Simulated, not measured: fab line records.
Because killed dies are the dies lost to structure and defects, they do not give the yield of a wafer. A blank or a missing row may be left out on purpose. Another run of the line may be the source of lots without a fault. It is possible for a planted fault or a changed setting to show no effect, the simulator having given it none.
fab line records	flow nandHarc
record lots=5	wafers=15	lastDay=33
route steps=1302 shown A_CHANNEL_HOLE_D1@456 END@1302
lots that met no fault: from a run of the same line without faults
startH: hours from the record's opening day to when the first of the lot's shown wafers began	waitH: time in hours since the lot's previous step	" repeats the value in the row above	L1.1+2: a row that stands for several wafers	- value missing, or start not given	* or withheld: withheld	< > ~ a bound
route shown NAME@n: NAME is a module with steps in the file, n the number in the route of the first one	usual: the fault-free wafers' mean and standard deviation	same: alike in all rows	chamber/n: place in a boat	sites: the reading at each site	_std_site: their standard deviation	_edge_site: the outer-site mean with the inner-site mean subtracted	radiusMm: how far each site lies from the wafer's centre	mask NAME#n: copy n	behind: the tool/chamber that last shaped the wafer	hold: cause of the lot's hold/its duration in hours/its outcome	device: names the non-switching transistor (n, p or np)	end of line: the route-end tests of the same wafers	where a step has no rows: the recipe by itself	killed: the dies lost at the first sort to structure and to defects; this is not the yield of the wafer	map: a wafer's dies, marking killed ones x, the rest . and places with no die _
set.NAME: setting as actually run; set.NAME@STEP: the setting as run at that earlier step	model.NAME: the simulator's own value behind a step, which no gauge read
lots at some steps of the route; a table a step, a row a wafer
services: from which hour (startH, from the record's first day; less than 0 if before it) a tool's chamber was out of use, for how many hours, and why
## steps
# step NHARC_A_CHANNEL_HOLE_D1_COAT_04
# recipe spinRpm=1500	resistThkNm=90
# step NHARC_A_CHANNEL_HOLE_D1_SOFTBAKE_05
# recipe tempC=105	timeS=55
# step NHARC_A_CHANNEL_HOLE_D1_EBR_06
# step NHARC_A_CHANNEL_HOLE_D1_EXPOSE_07
# recipe na=1.35	targetCdNm=100	sigmaOuter=0.3	doseMj=59.65	maskId=HOLE_D1
# step NHARC_A_CHANNEL_HOLE_D1_PEB_08
# recipe pebTempC=100	pebTimeS=65
# step NHARC_A_CHANNEL_HOLE_D1_DEVELOP_09
# recipe developTimeS=35	devTempC=23
# step NHARC_A_CHANNEL_HOLE_D1_CD_MEAS_10
# recipe targetCdNm=100	landingEnergyEv=500
# usual cdNm=100.0/0.58
# same landingEnergyEv=500
lot.wafer	tool	chamber	startH	waitH	cdNm
L298.2	cdSem-02	0	216.15	-	99.2
L298.3	"	0	"	"	100.1
L298.4	"	0	"	"	99.4
L309.1	cdSem-01	0	328.44	-	100.3
L309.3	"	0	"	"	100.2
L309.6	"	0	"	"	99.7
L313.1	cdSem-02	0	366.84	-	100.3
L313.4	"	0	"	"	99.6
L313.6	"	0	"	"	100.2
L316.1	cdSem-03	0	392.55	-	99.5
L316.2	"	0	"	"	100.3
L316.4	"	0	"	"	100.1
L318.1	cdSem-03	0	415.41	-	99.4
L318.2	"	0	"	"	99.1
L318.4	"	0	"	"	99.1
# step NHARC_A_CHANNEL_HOLE_D1_OVL_MEAS_11
# usual overlayXNm=0.1/0.9	overlayYNm=-0.2/0.69
lot.wafer	tool	chamber	startH	waitH	overlayXNm	overlayYNm
L298.2	overlay-02	-	216.24	-	0.8	-0.9
L298.3	"	-	"	"	1.6	-0.8
L298.4	"	-	"	"	1.2	-1.0
L309.1	overlay-02	-	328.53	-	-1.3	0.6
L309.3	"	-	"	"	-1.2	1.1
L309.6	"	-	"	"	-1.8	0.4
L313.1	overlay-01	-	366.93	-	-1.1	-0.5
L313.4	"	-	"	"	-1.1	-0.9
L313.6	"	-	"	"	-1.5	-0.8
L316.1	overlay-01	-	392.64	-	-0.9	0.0
L316.2	"	-	"	"	-1.5	-0.4
L316.4	"	-	"	"	-1.6	-0.6
L318.1	overlay-01	-	415.50	-	0.1	-0.8
L318.2	"	-	"	"	0.0	-0.7
L318.4	"	-	"	"	-0.2	-1.0
# step NHARC_A_CHANNEL_HOLE_D1_INSPECT_12
# usual rawDefectCount=6/3.1
lot.wafer	tool	chamber	startH	waitH	rawDefectCount
L298.2	defectInspect-01	-	216.28	0.0	4
L298.3	"	-	"	"	6
L298.4	"	-	"	"	4
L309.1	defectInspect-01	-	328.57	0.0	7
L309.3	"	-	"	"	2
L309.6	"	-	"	"	5
L313.1	defectInspect-02	-	366.97	0.0	9
L313.4	"	-	"	"	8
L313.6	"	-	"	"	4
L316.1	defectInspect-01	-	392.68	0.0	10
L316.2	"	-	"	"	6
L316.4	"	-	"	"	6
L318.1	defectInspect-01	-	415.54	0.0	2
L318.2	"	-	"	"	2
L318.4	"	-	"	"	5
# step NHARC_A_CHANNEL_HOLE_D1_DESCUM_15
# recipe timeS=3	o2FlowSccm=200	arFlowSccm=0	biasPowerW=0	chemistry=O2
# usual drypumpMotorCurrentA=5.6/0.45	mfcArSccm=0.005/0.0071	oesProductAu=0.995/0.012	rfVppV=57.8/0.85	showerheadPlenumPTorr=1.90/0.068	throttleValvePct=11.311/0.0087
# same timeS=3
lot.wafer	tool	chamber	startH	waitH	drypumpMotorCurrentA	mfcArSccm	oesProductAu	rfHoursCounterH	rfVppV	showerheadPlenumPTorr	throttleValvePct
L298.4	rieDiel-13	3	216.34	0.1	5.9	0	0.995	2	56.9	1.81	11.331
L298.3	"	0	"	"	5.6	0	0.994	2	57.0	1.91	11.324
L298.2	"	1	"	"	4.7	0.005	1.008	3	56.7	1.99	11.306
L309.3	rieDiel-03	1	328.63	0.1	6.2	0	1.018	12	56.9	1.90	11.309
L309.1	"	3	"	"	5.6	0.003	1.007	12	58.0	2.07	11.325
L309.6	"	2	"	"	4.8	0	1.009	-	59.1	1.88	11.291
L313.1	rieDiel-03	1	367.04	0.1	6.1	0	1.015	26	57.5	1.89	11.314
L313.4	"	2	"	"	4.8	0	1.006	24	56.1	1.87	11.315
L313.6	"	0	"	"	5.3	0	1.031	-	56.3	1.87	11.304
L316.1	rieDiel-13	2	392.74	0.1	5.6	0.001	1.009	3	56.8	1.82	11.314
L316.2	"	0	"	"	5.6	0	0.995	3	57.9	1.90	11.302
L316.4	"	1	"	"	4.8	0.005	0.987	3	57.1	1.98	11.313
L318.4	rieDiel-09	1	415.62	0.1	5.7	0.005	0.992	30	58.1	1.89	11.309
L318.2	"	3	"	"	6.6	0.018	0.998	34	57.2	1.91	11.312
L318.1	"	0	"	"	5.7	0.023	0.983	29	58.2	1.88	11.323
# step NHARC_A_CHANNEL_HOLE_D1_ETCH_38
# recipe targetDepthA=390	overEtchFrac=0.3	timeS=65	ionEnergyEv=80	cf4FlowSccm=150	arFlowSccm=0	rfW=300	biasW=100	chemistry=CF4
# usual drypumpMotorCurrentA=5.6/0.47	mfcArSccm=0.006/0.0074	oesProductAu=0.996/0.011	rfVppV=151.1/1.2	showerheadPlenumPTorr=1.76/0.059	throttleValvePct=13.284/0.008
# same timeS=65
lot.wafer	tool	chamber	startH	waitH	drypumpMotorCurrentA	mfcArSccm	oesProductAu	rfHoursCounterH	rfVppV	showerheadPlenumPTorr	throttleValvePct
L298.4	rieDiel-13	0	216.42	0.1	5.6	0	0.992	2	149.3	1.76	13.268
L298.2	"	1	"	"	4.7	0.005	1.007	3	151.9	1.83	13.274
L298.3	"	2	"	"	5.6	0.001	0.998	3	151.9	1.69	13.287
L309.3	rieDiel-03	3	328.73	0.1	5.6	0.003	1.020	12	152.4	1.90	13.290
L309.1	"	1	"	"	6.2	0	1.020	12	151.1	1.75	13.275
L309.6	"	2	"	"	4.8	0	0.996	-	151.4	1.74	13.287
L313.4	rieDiel-03	0	367.12	0.1	5.3	0	1.017	14	149.4	1.73	13.293
L313.1	"	2	"	"	4.8	0	1.003	24	150.5	1.73	13.281
L313.6	"	3	"	"	5.7	0.003	0.991	-	152.3	1.90	13.286
L316.4	rieDiel-13	0	392.97	0.2	5.6	0	0.995	3	150.7	1.76	13.284
L316.1	"	2	"	"	5.6	0.001	0.994	3	150.1	1.69	13.307
L316.2	"	3	"	"	5.9	0	0.996	3	150.8	1.68	13.282
L318.2	rieDiel-09	0	415.94	0.3	5.8	0.023	0.975	30	151.2	1.74	13.287
L318.4	"	1	"	"	5.7	0.005	0.988	30	150.8	1.75	13.270
L318.1	"	3	"	"	6.6	0.018	0.998	34	151.9	1.77	13.281
# step NHARC_A_CHANNEL_HOLE_D1_ETCH_39
# recipe targetDepthA=2600	overEtchFrac=0.3	timeS=325	ionEnergyEv=200	n2FlowSccm=150	h2FlowSccm=150	arFlowSccm=0	rfW=400	biasW=150	chemistry=N2/H2
# usual drypumpMotorCurrentA=5.6/0.48	mfcArSccm=0.005/0.007	oesProductAu=0.994/0.011	rfVppV=430.3/2.3	showerheadPlenumPTorr=2.03/0.074	throttleValvePct=14.172/0.0088
# same timeS=325
lot.wafer	tool	chamber	startH	waitH	drypumpMotorCurrentA	mfcArSccm	oesProductAu	rfHoursCounterH	rfVppV	showerheadPlenumPTorr	throttleValvePct
L298.4	rieDiel-13	2	-	-	5.6	0.001	0.991	3	427.2	1.94	14.181
L298.3	"	3	"	"	6.0	0	0.987	2	427.1	1.93	14.187
L298.2	"	0	"	"	5.6	0	0.992	2	430.7	2.03	14.168
L309.1	rieDiel-03	2	-	-	4.8	0	1.005	12	428.3	2.00	14.184
L309.3	"	1	"	"	6.1	0	1.017	12	429.4	2.02	14.182
L309.6	"	2	"	"	4.8	0	1.009	-	429.9	2.00	14.170
L313.4	rieDiel-03	1	-	-	6.1	0	1.013	26	429.2	2.01	14.165
L313.1	"	3	"	"	5.7	0.003	1.005	24	436.0	2.21	14.164
L313.6	"	1	"	"	6.2	0	1.012	-	428.9	2.01	14.169
L316.4	rieDiel-13	0	-	-	5.6	0	1.003	3	432.2	2.03	14.183
L316.2	"	1	"	"	4.8	0.005	0.983	3	432.2	2.12	14.165
L316.1	"	3	"	"	5.9	0	0.980	3	427.0	1.93	14.160
L318.4	rieDiel-09	2	-	-	5.5	0.008	0.995	35	431.2	2.09	14.154
L318.1	"	3	"	"	6.6	0.018	1.002	34	430.8	2.04	14.187
L318.2	"	0	"	"	5.8	0.023	0.983	30	430.1	2.00	14.182
# step NHARC_A_CHANNEL_HOLE_D1_ETCH_34
# recipe targetDepthA=1540	timeS=77	cf4FlowSccm=100	chf3FlowSccm=30	arFlowSccm=0	rfW=500	biasW=200	chemistry=CF4/CHF3
# usual drypumpMotorCurrentA=5.6/0.46	mfcArSccm=0.005/0.0069	oesProductAu=0.948/0.022	rfVppV=370.4/1.9	showerheadPlenumPTorr=1.57/0.054	throttleValvePct=16.802/0.0091
# same timeS=77
lot.wafer	tool	chamber	startH	waitH	drypumpMotorCurrentA	mfcArSccm	oesProductAu	rfHoursCounterH	rfVppV	showerheadPlenumPTorr	throttleValvePct
L298.3	rieDiel-13	2	216.77	-	5.6	0.001	0.950	3	368.4	1.50	16.804
L298.2	"	3	"	"	5.9	0	0.955	2	369.1	1.50	16.809
L298.4	"	0	"	"	5.6	0	0.962	2	370.8	1.57	16.802
L309.1	rieDiel-03	3	329.15	-	5.7	0.003	0.954	13	374.5	1.70	16.796
L309.3	"	1	"	"	6.1	0	0.959	12	370.0	1.56	16.805
L309.6	"	2	"	"	4.8	0	0.944	-	370.6	1.55	16.798
L313.4	rieDiel-03	0	367.46	-	5.3	0	0.988	14	370.3	1.54	16.807
L313.1	"	1	"	"	6.1	0	0.849	27	371.5	1.56	16.804
L313.6	"	0	"	"	5.3	0	0.973	-	369.3	1.54	16.788
L316.1	rieDiel-13	3	393.37	-	5.9	0	0.946	3	367.6	1.49	16.792
L316.4	"	0	"	"	5.6	0	0.957	4	370.0	1.57	16.794
L316.2	"	2	"	"	5.6	0.001	0.946	3	367.9	1.50	16.806
L318.2	rieDiel-09	1	416.33	-	5.7	0.005	0.943	31	370.2	1.56	16.796
L318.1	"	2	"	"	5.4	0.008	0.929	35	372.1	1.61	16.785
L318.4	"	0	"	"	5.7	0.023	0.945	30	368.7	1.55	16.807
# step NHARC_A_CHANNEL_HOLE_D1_ETCH_16
# recipe targetDepthA=31000	overEtchFrac=0.3	timeS=806	ionEnergyEv=150	o2FlowSccm=400	cosFlowSccm=20	arFlowSccm=0	rfW=500	biasW=300	chemistry=O2/COS
# usual cosFlowSccm=20.01/0.068	drypumpMotorCurrentA=5.6/0.49	mfcArSccm=0.005/0.0066	oesProductAu=0.996/0.0091	rfVppV=314.1/1.7	showerheadPlenumPTorr=3.12/0.11	throttleValvePct=28.330/0.0093
# same timeS=806
lot.wafer	tool	chamber	startH	waitH	cosFlowSccm	drypumpMotorCurrentA	mfcArSccm	oesProductAu	rfHoursCounterH	rfVppV	showerheadPlenumPTorr	throttleValvePct
L298.4	rieDiel-13	1	-	-	19.91	4.8	0.005	1.002	3	315.9	3.24	28.326
L298.2	"	2	"	"	19.84	5.6	0.001	0.999	3	312.7	2.98	28.321
L298.3	"	0	"	"	19.96	5.7	0	1.000	2	313.9	3.11	28.323
L309.1	rieDiel-03	2	-	-	20.03	4.8	0	1.012	13	313.3	3.07	28.321
L309.3	"	3	"	"	19.84	5.7	0.003	1.006	13	317.0	3.37	28.330
L309.6	"	1	"	"	20.02	6.1	0	1.009	-	314.5	3.09	28.342
L313.4	rieDiel-03	3	-	-	20.00	5.7	0.003	0.998	25	318.6	3.36	28.348
L313.1	"	0	"	"	20.08	5.3	0	1.009	15	313.1	3.05	28.346
L313.6	"	3	"	"	20.03	5.7	0.003	1.005	-	318.6	3.36	28.337
L316.4	rieDiel-13	2	-	-	20.03	5.6	0.001	0.997	3	313.1	2.98	28.318
L316.1	"	3	"	"	20.05	5.9	0	0.987	3	311.4	2.96	28.324
L316.2	"	0	"	"	20.06	5.6	0	1.004	4	313.7	3.11	28.344
L318.4	rieDiel-09	2	-	-	20.03	5.5	0.008	0.979	35	317.2	3.19	28.322
L318.1	"	0	"	"	20.05	5.7	0.023	0.983	30	312.8	3.07	28.336
L318.2	"	1	"	"	19.97	5.7	0.005	0.986	31	313.9	3.09	28.317
# step NHARC_END_SORT_01
# recipe tempC=25
# usual killedAtArray=49/18	killedAtOther=0.7/1.1	killedAtPeriphery=4.0/2.6	killedDies=54/19	killedOpen=3.4/1.7	killedShort=2.5/1.7
# same grossDies=677
lot.wafer	tool	chamber	startH	waitH	killedAtArray	killedAtOther	killedAtPeriphery	killedDies	killedOpen	killedShort
L313.1	prober-01	0	751.90	2.5	649	0	10	659	5	2
# killed by level:class
L313.1 A_CHANNEL_HOLE_D1:areaEtch=566 A_CHANNEL_HOLE_D1:chamberFilmFlake=32 A_SLIT:chamberFilmFlake=24 A_CHANNEL_HOLE_D2:chamberFilmFlake=15 P_ZERO_WELL:chamberFilmFlake=5 A_STAIRCASE:chamberFilmFlake=3 P_M0:geometricParticle:open=2 A_CHANNEL_FILL_D2:chamberFilmFlake=2
# map L313.1 (x killed, . not)
____________x____________
_________xxxxxxx_________
_______xxxxxxxxxxx_______
______xxxxxxxxxxxxx______
_____xxxxxxxxxxxxxxx_____
____xxxxxxxxxxxxxxxxx____
____xxxxxxxxxxxxxxxxx____
___xxxxxxxxxxxxxxxxxxx___
___xxxxxxxxxxxxxxxxxxx___
__xxxxxxxxxxxxxxxxxxxxx__
__xxxxxxxxxxxxxxxxxxxxx__
_xxxxxxxxxxxxx.xxxxxxxxx_
_xxxxxxxxxxxxxxx.xxxxxxx_
_xxxxxxxxxxxxxxxxxxxxxxx_
_x.xxxxxxxxxxxxxxxxxxxxx_
_xx.xxxxxxxxxxxxxxxxxxxx_
xxxxxxxxxxxx.xx.xxxxxxxxx
xxxxxxxxxxxxxxxxxxxxxxxxx
xxxxxxxxxxxxxxxxxxxxxxxxx
xxxxxxxxxxxxxxxxxxxxxxxxx
.xx.xxxxxxxxxxxxxxxxxxxxx
_xx.xxxxxxxxxxxxxxxxxxxx_
_..xxxxxxxxx.xxxxxxxxxxx_
_xxxxxxxxxxxxxxxxxxxxxxx_
_xxxxxxxxxxxxxxxxxxxxxxx_
_xxxxxxxxxxxxxxxxxxxxxxx_
__xxxxxxxxxxxxxxxxxxxxx__
__xxxxx.xxxxxxxxxxxxxxx__
___x.xxxxxxxxxxxxxxxxx___
___xxxxxxxxxxxxxxxxxxx___
____xxx.xxxxxxxx.x.xx____
____xxxxxxxxxxxxxxxxx____
_____xxxxxxxxxxxxxxx_____
______xxxxxxxxxxxxx______
_______xxxxxxxxxxx_______
_________.xxxxxx_________
____________x____________
# map L309.3 (x killed, . not)
____________.____________
_________......._________
_______......x...._______
______.............______
_____..............._____
____.................____
____...x.............____
___x..................___
___x.x....x...........___
__xxxx....x............__
__xxxxx................__
_x.xxxx...x............._
_xxxxxxx....x..........._
_..xxx..x..............._
_....xxx..........x....._
_..xxxx................._
..x....x.................
...x.x.................x.
....x........x..x........
........................x
.......................xx
_..................x.xx._
_....................xxx_
_..............x.....xx._
_..........x........xxxx_
_..................x.xxx_
__...................xx__
__..................x..__
___.....x............x___
___...................___
____......xx.........____
____.x...............____
_____.........x.x..._____
______....x....x...______
_______.........x._______
_________...x..._________
____________x____________
## services
tool	chamber	startH	hours	kind
rieDiel-03	1	192.97	16.2	repair
rieDiel-13	0	198.50	-	clean
rieDiel-13	1	198.50	-	clean
rieDiel-13	2	198.50	-	clean
rieDiel-13	3	198.50	-	clean
rieDiel-13	3	200.01	6.2	repair
rieDiel-03	0	211.65	-	clean
rieDiel-03	1	211.65	-	clean
rieDiel-03	2	211.65	-	clean
rieDiel-03	3	211.65	-	clean
rieDiel-13	0	223.18	-	clean
rieDiel-13	1	223.18	-	clean
rieDiel-13	2	223.18	-	clean
rieDiel-09	1	225.39	4.6	repair
rieDiel-09	-	239.67	0.2	repair
rieDiel-03	-	281.56	9.0	pm
rieDiel-13	-	284.48	3.6	repair
rieDiel-03	0	294.78	38.2	repair
rieDiel-03	3	303.46	1.5	repair
rieDiel-09	0	317.77	5.8	repair
rieDiel-09	-	322.47	9.0	pm
rieDiel-13	2	337.79	12.6	repair
rieDiel-13	-	342.00	9.0	pm
rieDiel-13	3	355.59	5.7	repair
## key
firstSign step=NHARC_A_CHANNEL_HOLE_D1_ETCH_34	reading=oesProductAu	direction=down	sigmas=4.5	usual=0.948	struck=0.849
effect step=NHARC_END_SORT_01	reading=killedAtArray	direction=up	sigmas=33	usual=49	struck=649
moreKillsBornAt NHARC_A_CHANNEL_HOLE_D1_ETCH_34@rieDiel-03=566
metAt NHARC_A_CHANNEL_HOLE_D1_ETCH_34
struckWafers L313.1
laterRowsLeftOut L313.1
testerLeftOut L313
onsetBetween 329.15 367.46
fault kind=processParameterDrift	tool=rieDiel-03	chamber=1	onsetH=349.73	steps=NHARC_A_CHANNEL_HOLE_D1_ETCH_34	channel=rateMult	offset=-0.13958	shape=step	endH=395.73
# testerLeftOut: of these lots the tester's yield and bins aren't shown, on N5 and GAA mostly nor the transistor test; their killed dies are dies lost to structure and defects alone, not to doping, threshold or leakage, so they don't give the yield
# laterRowsLeftOut: the simulator's readings of these wafers behind a module that went badly wrong aren't trusted and aren't shown, but for the sort
